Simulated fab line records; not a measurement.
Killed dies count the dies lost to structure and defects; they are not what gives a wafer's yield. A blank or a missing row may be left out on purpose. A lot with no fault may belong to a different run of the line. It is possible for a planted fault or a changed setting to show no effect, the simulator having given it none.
Matching of chambers -- flow n5 finfet -- N5_ILD0_LINER_00 on ald sin-02: 4 sister chambers
The step material SiNx, target thk 4 nm, pulse time 1 s, purge time 2 s. 7 wafers are shown with their chamber, then 7 later ones without.

## WAFERS PAIRED WITH THEIR CHAMBERS
wafer,chamber,heater power w (W),chamber pressure Torr (Torr)
L085.2,3,793,2.003
L085.3,2,706,1.997
L086.1,3,765,2.006
L086.2,1,957,1.998
L086.3,0,830,1.998
L087.1,0,825,2.004
L087.4,1,943,1.997

## WAFERS WITH NO CHAMBER GIVEN
wafer,heater power w (W),chamber pressure Torr (Torr)
L087.5,710,2.004
L088.1,931,2.006
L088.3,820,2.000
L088.6,949,2.001
L091.2,829,2.002
L091.4,687,2.007
L091.5,989,2.009

## THE CHAMBER EACH PASSED THROUGH
wafer,from the rows above,in truth
L087.5,2,2
L088.1,1,1
L088.3,0,0
L088.6,1,1
L091.2,0,0
L091.4,2,2
L091.5,1,1
Correctly placed: 7 of 7. Left unplaced by these rows: 0. 0 placed wrongly.
How it was worked out, from the rows above alone: a wafer's distance from a chamber is the root of the sum, over the readings, of the square of ((its reading less the chamber's mean) divided by the reading's scatter). The wafer belongs to the nearest chamber; if the next one is less than 2 further off, it can't be placed. For every chamber, the mean is computed from those of its wafers that are shown. How the scatter is found: for the shown wafers, subtract from each reading the mean of its chamber, square and add these, divide the total by (wafers less chambers), then take the root.
